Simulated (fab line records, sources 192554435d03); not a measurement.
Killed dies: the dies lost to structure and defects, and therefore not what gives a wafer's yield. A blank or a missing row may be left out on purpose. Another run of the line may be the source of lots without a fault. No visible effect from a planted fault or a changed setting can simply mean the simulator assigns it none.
Which tool was responsible? | flow n5-finfet | 23 lots with 69 wafers sampled at 3 steps, on a route of 1938 steps

## WHAT THE GAUGES SHOWED, per wafer
N5_BEOL_M15_CD_MEAS_28: the cd target is 407.6 nm.
lot  | measured     | on        | cd-nm (nm)
L074 | day 12 01:09 | cd-sem-01 | 406.4 405.7 403.8
L075 | day 12 12:36 | cd-sem-01 | 404.8 402.2 403.3
L076 | day 12 12:07 | cd-sem-01 | 411.8 409.2 412.0
L078 | day 12 19:06 | cd-sem-03 | 410.7 407.0 411.3
L077 | day 12 20:32 | cd-sem-01 | 408.4 405.7 405.8
L080 | day 13 11:02 | cd-sem-03 | 408.3 407.0 410.9
L081 | day 13 14:29 | cd-sem-03 | 410.9 409.6 407.3
L079 | day 13 21:16 | cd-sem-01 | 406.3 410.4 408.6
L083 | day 14 07:54 | cd-sem-02 | 408.8 408.3 409.0
L082 | day 14 10:05 | cd-sem-02 | 406.9 405.8 412.5
L086 | day 14 15:43 | cd-sem-03 | 403.2 404.1 408.7
L084 | day 14 18:05 | cd-sem-02 | 405.6 408.7 404.7
L085 | day 15 01:29 | cd-sem-03 | 412.2 409.7 408.2
L089 | day 16 00:46 | cd-sem-01 | 407.0 406.1 408.9
L088 | day 16 01:03 | cd-sem-02 | 404.4 407.2 408.2
L087 | day 16 07:08 | cd-sem-01 | 404.7 411.8 411.0
L090 | day 16 11:31 | cd-sem-01 | 404.3 407.7 410.5
L093 | day 17 06:53 | cd-sem-02 | 408.7 407.6 412.8
L092 | day 17 10:11 | cd-sem-01 | 406.5 410.3 407.4
L094 | day 18 01:29 | cd-sem-01 | 407.5 410.3 410.1
L095 | day 18 01:39 | cd-sem-02 | 404.1 409.8 405.2
L097 | day 18 14:13 | cd-sem-01 | 409.5 407.1 408.7
L096 | day 18 14:15 | cd-sem-02 | 408.6 411.8 410.2

## TOOL THAT RAN EACH LOT (tool first, then ch and the chambers of the sampled wafers, then the start)
lot  | N5_BEOL_M14_TRENCH_ETCH_34         | N5_BEOL_M15_STRIP_64
L074 | rie-diel-01 ch 1,2,3, day 11 16:19 | rie-diel-06 ch 0,1, day 12 01:09 or earlier
L075 | rie-diel-02 ch 1,3, day 12 02:44   | rie-diel-06 ch 0,3, day 12 12:36 or earlier
L076 | rie-diel-04 ch 0,2,3, day 12 03:23 | rie-diel-03 ch 0,3, day 12 12:07 or earlier
L078 | rie-diel-02 ch 0,1,2, day 12 13:20 | rie-diel-06 ch 1,2,3, day 12 19:06 or earlier
L077 | rie-diel-02 ch 0,3, day 12 14:08   | rie-diel-03 ch 1,2,3, day 12 20:32 or earlier
L080 | rie-diel-04 ch 1,2,3, day 13 06:22 | rie-diel-03 ch 1,2, day 13 11:02 or earlier
L081 | rie-diel-04 ch 0,2, day 13 10:20   | rie-diel-05 ch 2,3, day 13 14:29 or earlier
L079 | rie-diel-01 ch 0,1,2, day 13 10:45 | rie-diel-05 ch 2,3, day 13 21:16 or earlier
L083 | rie-diel-04 ch 2,3, day 14 01:55   | rie-diel-05 ch 0,2,3, day 14 07:54 or earlier
L082 | rie-diel-04 ch 0,2,3, day 14 03:17 | rie-diel-05 ch 1,2,3, day 14 10:05 or earlier
L086 | rie-diel-01 ch 0,2,3, day 14 09:17 | rie-diel-05 ch 0,1,2, day 14 15:43 or earlier
L084 | rie-diel-02 ch 2,3, day 14 09:26   | rie-diel-03 ch 0,1, day 14 18:05 or earlier
L085 | rie-diel-04 ch 0,2, day 14 19:00   | rie-diel-06 ch 0,1,2, day 15 01:29 or earlier
L089 | rie-diel-04 ch 1,3, day 15 15:11   | rie-diel-06 ch 1,2,3, day 16 00:46 or earlier
L088 | rie-diel-02 ch 0,2,3, day 15 16:04 | rie-diel-05 ch 0,2, day 16 01:03 or earlier
L087 | rie-diel-02 ch 0,1,2, day 16 01:43 | rie-diel-03 ch 0,1,2, day 16 07:08 or earlier
L090 | rie-diel-02 ch 0,2, day 16 04:49   | rie-diel-03 ch 0,1,3, day 16 11:31 or earlier
L093 | rie-diel-02 ch 0,1, day 17 01:22   | rie-diel-05 ch 1,3, day 17 06:53 or earlier
L092 | rie-diel-02 ch 0,2,3, day 17 04:56 | rie-diel-06 ch 0,1,2, day 17 10:11 or earlier
L094 | rie-diel-04 ch 2,3, day 17 19:07   | rie-diel-06 ch 1,2,3, day 18 01:29 or earlier
L095 | rie-diel-01 ch 0,1, day 17 19:17   | rie-diel-05 ch 0,1, day 18 01:39 or earlier
L097 | rie-diel-04 ch 1,2, day 18 01:43   | rie-diel-03 ch 0,2,3, day 18 14:13 or earlier
L096 | rie-diel-01 ch 0,1,3, day 18 01:54 | rie-diel-06 ch 0,3, day 18 14:15 or earlier
- N5_BEOL_M14_TRENCH_ETCH_34: etches SiO2 in C4F8/O2/Ar, target depth 556.65 nm, time 126.9 s.
- N5_BEOL_M15_STRIP_64: strips in O2.

## AS READ BY THE TOOLS THEMSELVES (means over the sampled wafers that have a number; for cases with no such wafer, the mark the record gives instead)
N5_BEOL_M14_TRENCH_ETCH_34.
lot  | tool        | drypump-motor-current-A (A) | oes-product-au (a.u.) | rf-vpp-V (V) | showerhead-plenum-p-Torr (Torr) | throttle-valve-pct (%)
L074 | rie-diel-01 | 5.6                         | 0.76                  | 2250         | 3.36                            | 30.78
L075 | rie-diel-02 | 5.1                         | 0.76                  | 2254         | 3.46                            | 31.07
L076 | rie-diel-04 | 5.3                         | 0.83                  | 2198         | 3.55                            | 30.84
L078 | rie-diel-02 | 5.7                         | 0.74                  | 2249         | 3.45                            | 31.04
L077 | rie-diel-02 | 5.3                         | 0.80                  | 2262         | 3.39                            | 30.82
L080 | rie-diel-04 | 5.4                         | 0.76                  | 2209         | 3.50                            | 31.07
L081 | rie-diel-04 | 5.0                         | 0.87                  | 2163         | 3.54                            | 31.00
L079 | rie-diel-01 | 5.8                         | 0.75                  | 2182         | 3.34                            | 30.65
L083 | rie-diel-04 | 5.3                         | 0.73                  | 2188         | 3.51                            | 30.89
L082 | rie-diel-04 | 5.4                         | 0.81                  | 2197         | 3.54                            | 30.86
L086 | rie-diel-01 | 5.7                         | 0.74                  | 2194         | 3.32                            | 30.82
L084 | rie-diel-02 | 5.2                         | 0.77                  | 2214         | 3.50                            | 31.01
L085 | rie-diel-04 | 5.1                         | 0.86                  | 2162         | 3.53                            | 31.03
L089 | rie-diel-04 | 5.8                         | 0.80                  | 2265         | 3.49                            | 31.10
L088 | rie-diel-02 | 5.6                         | 0.74                  | 2239         | 3.43                            | 30.94
L087 | rie-diel-02 | 5.7                         | 0.71                  | 2248         | 3.43                            | 31.07
L090 | rie-diel-02 | 5.9                         | 0.71                  | 2217         | 3.49                            | 31.09
L093 | rie-diel-02 | 5.5                         | 0.71                  | 2277         | 3.38                            | 31.05
L092 | rie-diel-02 | 5.6                         | 0.73                  | 2238         | 3.43                            | 30.97
L094 | rie-diel-04 | 5.4                         | 0.87                  | 2187         | 3.49                            | 30.90
L095 | rie-diel-01 | 6.0                         | 0.71                  | 2156         | 3.27                            | 30.82
L097 | rie-diel-04 | 5.1                         | 0.78                  | 2173         | 3.48                            | 31.27
L096 | rie-diel-01 | 5.8                         | 0.71                  | 2222         | 3.29                            | 30.96

N5_BEOL_M15_STRIP_64.
lot  | tool        | drypump-motor-current-A (A) | oes-product-au (a.u.) | rf-vpp-V (V) | showerhead-plenum-p-Torr (Torr) | throttle-valve-pct (%)
L074 | rie-diel-06 | 5.60                        | 0.79                  | 3.7          | 2.03                            | 16.57
L075 | rie-diel-06 | 5.66                        | 0.79                  | 3.6          | 2.02                            | 16.49
L076 | rie-diel-03 | 5.94                        | 0.78                  | 3.7          | 2.01                            | 16.80
L078 | rie-diel-06 | 5.62                        | 0.79                  | 4.3          | 2.09                            | 16.69
L077 | rie-diel-03 | 5.91                        | 0.71                  | 4.0          | 2.01                            | 16.76
L080 | rie-diel-03 | 6.00                        | 0.69                  | 4.0          | 2.01                            | 16.69
L081 | rie-diel-05 | 5.74                        | 0.76                  | 3.7          | 2.09                            | 16.82
L079 | rie-diel-05 | 5.53                        | 0.73                  | 3.1          | 2.07                            | 16.77
L083 | rie-diel-05 | 5.60                        | 0.79                  | 3.4          | 2.09                            | 16.81
L082 | rie-diel-05 | 5.67                        | 0.73                  | 3.7          | 2.11                            | 16.78
L086 | rie-diel-05 | 5.53                        | 0.77                  | 3.8          | 2.10                            | 16.76
L084 | rie-diel-03 | 6.13                        | 0.75                  | 3.3          | 2.07                            | 16.66
L085 | rie-diel-06 | 5.51                        | 0.80                  | 3.4          | 2.10                            | 16.67
L089 | rie-diel-06 | 5.60                        | 0.76                  | 4.0          | 2.08                            | 16.73
L088 | rie-diel-05 | 5.36                        | 0.76                  | 4.0          | 2.05                            | 16.75
L087 | rie-diel-03 | 6.15                        | 0.83                  | 3.7          | 2.11                            | 16.52
L090 | rie-diel-03 | 6.00                        | 0.74                  | 3.6          | 2.03                            | 16.79
L093 | rie-diel-05 | 5.82                        | 0.71                  | 3.4          | 2.14                            | 16.82
L092 | rie-diel-06 | 5.52                        | 0.78                  | 3.8          | 2.10                            | 16.71
L094 | rie-diel-06 | 5.63                        | 0.76                  | 3.1          | 2.08                            | 16.76
L095 | rie-diel-05 | 5.69                        | 0.75                  | 3.5          | 2.14                            | 16.79
L097 | rie-diel-03 | 6.06                        | 0.80                  | 3.5          | 2.08                            | 16.65
L096 | rie-diel-06 | 5.67                        | 0.76                  | 3.9          | 2.01                            | 16.57

## THE ANSWER, worked out from the rows above alone
Rule: usual is defined by the lots themselves. Put in order of their means at a reading, lots are off if they are a third of the lots or fewer, leave a main group of 4 or more, and stand apart from it by a gap of 3 or more times the standard deviation of the main group's means; of several such gaps the widest counts. A main group is skipped when, at the precision printed for the reading in the tables above, its means are all equal. Also off: a lot with no number at a reading for which 4 or more lots have one. All remaining lots with rows at the step are treated as sound. Order of review: gauges by route order, followed by the tools' own readings, for which a lot's mean as printed above is used. The first step at which some lot is off is used, and at that step the reading that is off furthest; a lot without a number counts as furthest.
Nothing can be told from this: no lot is off at any reading shown.

## WHAT WAS PUT IN BY THE SIMULATOR
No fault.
